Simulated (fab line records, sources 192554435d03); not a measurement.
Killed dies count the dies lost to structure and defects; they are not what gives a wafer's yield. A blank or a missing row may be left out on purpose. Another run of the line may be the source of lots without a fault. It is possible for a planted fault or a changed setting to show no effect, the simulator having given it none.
Matching of chambers	flow n5-finfet	4 sister chambers for N5_MOL_CONTACT_COAG_ETCH_105 on rie-diel-05
The step etches SiARC in CF4, target depth 15.6 nm, time 26 s. 16 wafers are shown with their chamber, then 8 later ones without.

WAFERS WITH THEIR CHAMBER
wafer	chamber	showerhead-plenum-p-Torr (Torr)	drypump-motor-current-A (A)	throttle-valve-pct (%)
L076.1	3	2.27	5.7	15.21
L076.4	0	2.12	6.5	15.57
L076.5	2	2.22	5.1	15.88
L079.1	3	2.26	5.7	15.25
L079.3	2	2.21	5.1	15.90
L079.5	3	2.26	5.7	15.22
L080.2	2	2.21	5.1	15.89
L080.3	1	2.25	5.7	15.71
L080.6	2	2.21	5.1	15.90
L082.2	3	2.26	5.7	15.24
L082.3	1	2.25	5.8	15.73
L082.5	0	2.12	6.6	15.58
L084.1	1	2.25	5.8	15.73
L084.5	1	2.25	5.8	15.74
L084.6	2	2.21	5.1	15.91
L088.2	3	2.26	5.7	15.27

SIGNATURES (means of the wafers above)
reading	chamber 0	chamber 1	chamber 2	chamber 3	scatter within a chamber
showerhead-plenum-p-Torr	2.1200	2.2500	2.2120	2.2620	0.00365
drypump-motor-current-A	6.550	5.775	5.100	5.700	0.0323
throttle-valve-pct	15.5750	15.7275	15.8960	15.2380	0.0166
Rule: for each reading, subtract the chamber's mean from the wafer's reading, divide by that reading's scatter and square the result; add these up over the readings and take the root, which gives the wafer's distance from the chamber. If the next closest chamber is less than 2 further off than the closest, the wafer can't be placed; otherwise it belongs to the closest. The scatter is the square root of a quotient: the sum, over the shown wafers, of each reading's squared deviation from its chamber's mean, divided by wafers minus chambers.

WAFERS WITH NO CHAMBER GIVEN
wafer	showerhead-plenum-p-Torr (Torr)	drypump-motor-current-A (A)	throttle-valve-pct (%)
L088.3	2.11	6.6	15.63
L088.5	2.11	6.6	15.61
L091.1	2.11	6.6	15.61
L091.3	2.26	5.7	15.27
L091.6	2.25	5.7	15.27
L095.1	2.25	5.7	15.29
L095.2	2.20	5.1	15.95
L095.4	2.25	5.7	15.30

THE CHAMBER EACH PASSED THROUGH
wafer	from the rows above	in truth
L088.3	0	0
L088.5	0	0
L091.1	0	0
L091.3	3	3
L091.6	3	3
L095.1	3	3
L095.2	2	2
L095.4	3	3
Correctly placed: 8 of 8. Left unplaced by these rows: 0. Number placed wrongly: 0.
